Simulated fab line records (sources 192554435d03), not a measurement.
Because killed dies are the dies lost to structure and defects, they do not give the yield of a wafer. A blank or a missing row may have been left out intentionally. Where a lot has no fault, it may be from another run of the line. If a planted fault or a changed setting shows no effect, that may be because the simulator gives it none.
Chamber matching | flow n5_finfet | N5_BEOL_M0_SAQP_STRIP_86 on rie_diel-06 has 4 sister chambers
The step strips in N2/H2. 16 wafers are shown with their chamber, then 8 later ones without.

== WAFERS PAIRED WITH THEIR CHAMBERS ==
wafer  | chamber | drypump_motor_current_A (A) | showerhead_plenum_p_Torr (Torr) | oes_product_au (a.u.)
L074.1 | 2       | 5.96                        | 3.54                            | 0.80
L074.2 | 0       | 5.47                        | 3.42                            | 0.92
L074.3 | 3       | 5.06                        | 3.21                            | 0.73
L076.1 | 1       | 5.98                        | 3.43                            | 0.95
L076.5 | 3       | 5.08                        | 3.20                            | 0.73
L076.6 | 0       | 5.44                        | 3.42                            | 0.90
L082.1 | 0       | 5.46                        | 3.41                            | 0.89
L082.2 | 2       | 6.01                        | 3.53                            | 0.79
L082.6 | 1       | 5.98                        | 3.43                            | 0.93
L084.1 | 0       | 5.46                        | 3.41                            | 0.89
L084.2 | 2       | 5.99                        | 3.53                            | 0.79
L084.5 | 0       | 5.49                        | 3.41                            | 0.88
L086.1 | 0       | 5.45                        | 3.41                            | 0.88
L086.4 | 3       | 5.07                        | 3.19                            | 0.71
L086.5 | 1       | 6.00                        | 3.42                            | 0.92
L087.1 | 1       | 5.98                        | 3.42                            | 0.91

SIGNATURES, as means of the wafers listed above
reading                  | chamber 0 | chamber 1 | chamber 2 | chamber 3 | scatter within a chamber
drypump_motor_current_A  | 5.4617    | 5.9850    | 5.9867    | 5.0700    | 0.0165
showerhead_plenum_p_Torr | 3.4133    | 3.4250    | 3.5333    | 3.2000    | 0.00645
oes_product_au           | 0.8933    | 0.9275    | 0.7933    | 0.7233    | 0.014
Rule: a wafer lies at a distance from a chamber equal to the root of the sum of squares, over the readings, of (its reading less the chamber's mean, divided by the reading's scatter). If the next closest chamber is less than 2 further off than the closest, the wafer can't be placed; otherwise it belongs to the closest. The scatter: take each reading less its chamber's mean, square it, sum over the shown wafers, divide by the number of wafers less the number of chambers, and take the root.

== WAFERS WITH NO CHAMBER GIVEN ==
wafer  | drypump_motor_current_A (A) | showerhead_plenum_p_Torr (Torr) | oes_product_au (a.u.)
L087.5 | 6.01                        | 3.53                            | 0.79
L087.6 | 5.96                        | 3.42                            | 0.89
L091.3 | 5.96                        | 3.53                            | 0.79
L091.4 | 5.07                        | 3.19                            | 0.72
L091.5 | 5.07                        | 3.19                            | 0.71
L095.2 | 5.95                        | 3.42                            | 0.87
L095.5 | 5.08                        | 3.19                            | 0.72
L095.6 | 5.98                        | 3.52                            | 0.80

== WHICH CHAMBER EACH ONE RAN IN ==
wafer  | from the rows above | in truth
L087.5 | 2                   | 2
L087.6 | 1                   | 1
L091.3 | 2                   | 2
L091.4 | 3                   | 3
L091.5 | 3                   | 3
L095.2 | 1                   | 1
L095.5 | 3                   | 3
L095.6 | 2                   | 2
8 of 8 placed correctly. Can't be placed from these rows: 0. Placed wrongly: 0.
